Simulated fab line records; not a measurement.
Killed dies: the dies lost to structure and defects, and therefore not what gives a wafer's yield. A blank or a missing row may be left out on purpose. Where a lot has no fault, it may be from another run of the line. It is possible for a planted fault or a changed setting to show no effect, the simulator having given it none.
Which tool is to blame? | flow n5_finfet | 12 lots with 26 wafers sampled at 5 steps, on a route of 1938 steps

## WHAT THE GAUGES SHOWED, per wafer
N5_BEOL_M12_OCD_MEAS_35.
lot  | measured     | on     | trench_depth_nm (nm)
L821 | day 11 11:18 | ocd-02 | 323 316
L824 | day 13 14:30 | ocd-01 | 314 331
L823 | day 13 15:58 | ocd-01 | 311 317
L826 | day 14 04:28 | ocd-02 | 324 314 323
L825 | day 14 14:50 | ocd-02 | 320 330
L832 | day 15 10:19 | ocd-02 | 318 316
L834 | day 15 15:13 | ocd-01 | 329 323
L839 | day 16 23:10 | ocd-02 | 325 317
L836 | day 17 01:53 | ocd-01 | 319 322
L840 | day 17 09:48 | ocd-01 | 314 309
L841 | day 17 16:30 | ocd-02 | 316 329 315
L842 | day 18 07:54 | ocd-02 | 321 321

N5_BEOL_M13_THK_MEAS_01.
lot  | measured     | on            | M13_ILD_THK (nm)
L821 | day 11 14:49 | film_metro-01 | 856 857
L824 | day 13 17:19 | film_metro-01 | 834 857
L823 | day 13 17:54 | film_metro-01 | 840 858
L826 | day 14 08:31 | film_metro-02 | 832 843 857
L825 | day 14 18:24 | film_metro-01 | 821 837
L832 | day 15 14:05 | film_metro-01 | 841 861
L834 | day 15 19:15 | film_metro-02 | 850 849
L839 | day 17 01:59 | film_metro-02 | 836 846
L836 | day 17 04:02 | film_metro-01 | 840 968
L840 | day 17 14:26 | film_metro-01 | 836 985
L841 | day 17 21:20 | film_metro-02 | 836 834 835
L842 | day 18 10:57 | film_metro-02 | 839 990

## EACH LOT AND THE TOOL THAT RAN IT (in order: tool; ch and the chambers of the sampled wafers; start)
lot  | N5_BEOL_M12_TRENCH_ETCH_34         | N5_BEOL_M12_ANNEAL_48            | N5_BEOL_M13_ILD_DEP_00
L821 | rie_diel-02 ch 1,3, day 11 11:08   | rtp_anneal-01 ch 0, day 11 13:59 | pecvd-02 ch 0,1, day 11 14:40
L824 | rie_diel-03 ch 0,1, day 13 14:21   | rtp_anneal-02 ch 0, day 13 16:29 | pecvd-04 ch 0,2, day 13 17:10
L823 | rie_diel-02 ch 0,3, day 13 15:49   | rtp_anneal-01 ch 0, day 13 16:58 | pecvd-03 ch 0, day 13 17:45
L826 | rie_diel-04 ch 1,2,3, day 14 04:18 | rtp_anneal-02 ch 0, day 14 07:34 | pecvd-02 ch 0,1,2, day 14 08:22
L825 | rie_diel-02 ch 1,3, day 14 14:41   | rtp_anneal-02 ch 0, day 14 17:28 | pecvd-03 ch 1,2, day 14 18:15
L832 | rie_diel-02 ch 2, day 15 10:09     | rtp_anneal-01 ch 0, day 15 13:11 | pecvd-02 ch 0, day 15 13:56
L834 | rie_diel-04 ch 0,2, day 15 15:04   | rtp_anneal-02 ch 0, day 15 18:19 | pecvd-04 ch 0, day 15 19:06
L839 | rie_diel-03 ch 0,1, day 16 23:01   | rtp_anneal-02 ch 0, day 17 01:03 | pecvd-03 ch 1,2, day 17 01:50
L836 | rie_diel-03 ch 0,3, day 17 01:44   | rtp_anneal-02 ch 0, day 17 03:00 | pecvd-04 ch 0,2, day 17 03:49
L840 | rie_diel-02 ch 0,3, day 17 09:39   | rtp_anneal-01 ch 0, day 17 13:27 | pecvd-04 ch 0,2, day 17 14:14
L841 | rie_diel-04 ch 0,3, day 17 16:17   | rtp_anneal-01 ch 0, day 17 20:24 | pecvd-02 ch 0,1,2, day 17 21:11
L842 | rie_diel-02 ch 1,3, day 18 07:44   | rtp_anneal-01 ch 0, day 18 10:07 | pecvd-04 ch 2, day 18 10:48
- N5_BEOL_M12_TRENCH_ETCH_34: etches SiOC in C4F8/O2/Ar, target depth 318.95 nm, time 125.5 s.
- N5_BEOL_M12_ANNEAL_48: time 90 s.
- N5_BEOL_M13_ILD_DEP_00: deposits SiOC from DEMS/O2, target thk 837.92 nm, time 166.4 s.

## AS READ BY THE TOOLS THEMSELVES (means over the sampled wafers that have a number; for cases with no such wafer, the mark the record gives instead)
N5_BEOL_M12_TRENCH_ETCH_34.
lot  | tool        | O2_flow_sccm (sccm) | drypump_motor_current_A (A) | he_outer_torr (Torr) | oes_product_au (a.u.) | rf_vpp_V (V) | showerhead_plenum_p_Torr (Torr) | throttle_valve_pct (%)
L821 | rie_diel-02 | 8.020               | 5.6                         | 30.02                | 0.91                  | 663.0        | 3.35                            | 24.11
L824 | rie_diel-03 | 8.008               | 5.4                         | 29.94                | 0.88                  | 665.5        | 3.39                            | 23.95
L823 | rie_diel-02 | 8.017               | 6.0                         | 29.95                | 0.80                  | 663.7        | 3.38                            | 24.23
L826 | rie_diel-04 | 7.977               | 6.0                         | 30.00                | 0.81                  | 667.5        | 3.48                            | 24.23
L825 | rie_diel-02 | 7.996               | 5.6                         | 30.12                | 0.88                  | 663.2        | 3.34                            | 24.14
L832 | rie_diel-02 | 7.989               | 5.2                         | 30.06                | 0.71                  | 667.5        | 3.51                            | 23.98
L834 | rie_diel-04 | 7.974               | 6.0                         | 30.05                | 0.91                  | 668.8        | 3.54                            | 23.94
L839 | rie_diel-03 | 8.021               | 5.4                         | 30.02                | 0.82                  | 665.5        | 3.38                            | 23.98
L836 | rie_diel-03 | 7.979               | 5.0                         | 29.95                | 0.79                  | 668.6        | 3.51                            | 24.16
L840 | rie_diel-02 | 8.000               | 6.0                         | 29.99                | 0.77                  | 664.2        | 3.37                            | 24.28
L841 | rie_diel-04 | 8.009               | 5.9                         | 30.07                | 0.84                  | 666.9        | 3.43                            | 24.01
L842 | rie_diel-02 | 8.021               | 5.6                         | 29.95                | 0.83                  | 663.5        | 3.33                            | 24.18

N5_BEOL_M12_ANNEAL_48.
lot  | tool          | wafer_temp_C_max
L821 | rtp_anneal-01 | 226.6
L824 | rtp_anneal-02 | 226.5
L823 | rtp_anneal-01 | 226.4
L826 | rtp_anneal-02 | 226.3
L825 | rtp_anneal-02 | 226.2
L832 | rtp_anneal-01 | 226.4
L834 | rtp_anneal-02 | 226.8
L839 | rtp_anneal-02 | 226.1
L836 | rtp_anneal-02 | 226.7
L840 | rtp_anneal-01 | 226.1
L841 | rtp_anneal-01 | 225.9
L842 | rtp_anneal-01 | 226.2

N5_BEOL_M13_ILD_DEP_00.
lot  | tool     | heater_power_w (W) | run_length_s (s) | showerhead_plenum_p_Torr (Torr) | showerhead_vpp_V (V) | throttle_valve_pct (%)
L821 | pecvd-02 | 438                | 211.7            | 5.700                           | 1358                 | 12.4
L824 | pecvd-04 | 579                | 211.0            | 5.677                           | 1328                 | 11.6
L823 | pecvd-03 | 422                | 210.9            | 5.714                           | 1318                 | 11.9
L826 | pecvd-02 | 496                | 211.6            | 5.707                           | 1356                 | 12.2
L825 | pecvd-03 | 454                | 211.4            | 5.701                           | 1331                 | 12.1
L832 | pecvd-02 | 550                | 211.5            | 5.697                           | 1416                 | 12.0
L834 | pecvd-04 | 588                | 211.2            | 5.681                           | 1398                 | 11.6
L839 | pecvd-03 | 458                | 211.2            | 5.696                           | 1317                 | 12.0
L836 | pecvd-04 | 592                | 224.4            | 5.678                           | 1331                 | 11.4
L840 | pecvd-04 | 579                | 224.3            | 5.665                           | 1327                 | 11.5
L841 | pecvd-02 | 463                | 211.4            | 5.709                           | 1358                 | 12.1
L842 | pecvd-04 | 622                | 224.3            | 5.686                           | 1232                 | 11.3

## THE ANSWER, worked out from the rows above alone
Rule: usual is defined by the lots themselves. The widest of any qualifying gaps counts: lots, ordered by their means at a reading, are off when they make up no more than a third of the lots, leave a main group of 4 or more, and stand apart from it by 3 or more times the standard deviation of that group's means. The tables above print the reading to a certain number of digits; a main group whose means all agree to those digits is not used. A lot without any number at a reading at which 4 lots or more have one is off too. The other lots that the step has rows for count as sound. The gauges are gone through in route order, then the tools' own readings, and for those a lot's mean is taken as printed above. At the first step where some lot is off, the reading lying furthest off is the one used; lots without a number count as furthest.
Off: L836, L840, L842, seen at N5_BEOL_M13_THK_MEAS_01 (M13_ILD_THK). Mean 844 nm and standard deviation 8 in the main group.
If a tool, at a process step before that reading, ran all the lots that are off and no sound lot after the first of them, it fits. Not tried: the gauges at N5_BEOL_M13_THK_MEAS_01; whatever is off there is also off at N5_BEOL_M13_ILD_DEP_00, on other tools, and gauge error can't account for it. One candidate fits, namely pecvd-04 at N5_BEOL_M13_ILD_DEP_00. Its last sound lot is L834 (day 15 19:06), its first lot that is off L836 (day 17 03:49): a fault that began between those two fits.
The tool's own readings at N5_BEOL_M13_ILD_DEP_00 bear it out: on the lots that are off they differ by more than 5 times the standard deviation of the sound lots' means. run_length_s reads 224.3 s there against 211.3 s on the sound lots.

## WHAT WAS PUT IN BY THE SIMULATOR
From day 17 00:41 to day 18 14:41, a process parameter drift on pecvd-04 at N5_BEOL_M13_ILD_DEP_00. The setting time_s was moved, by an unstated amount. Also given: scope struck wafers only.
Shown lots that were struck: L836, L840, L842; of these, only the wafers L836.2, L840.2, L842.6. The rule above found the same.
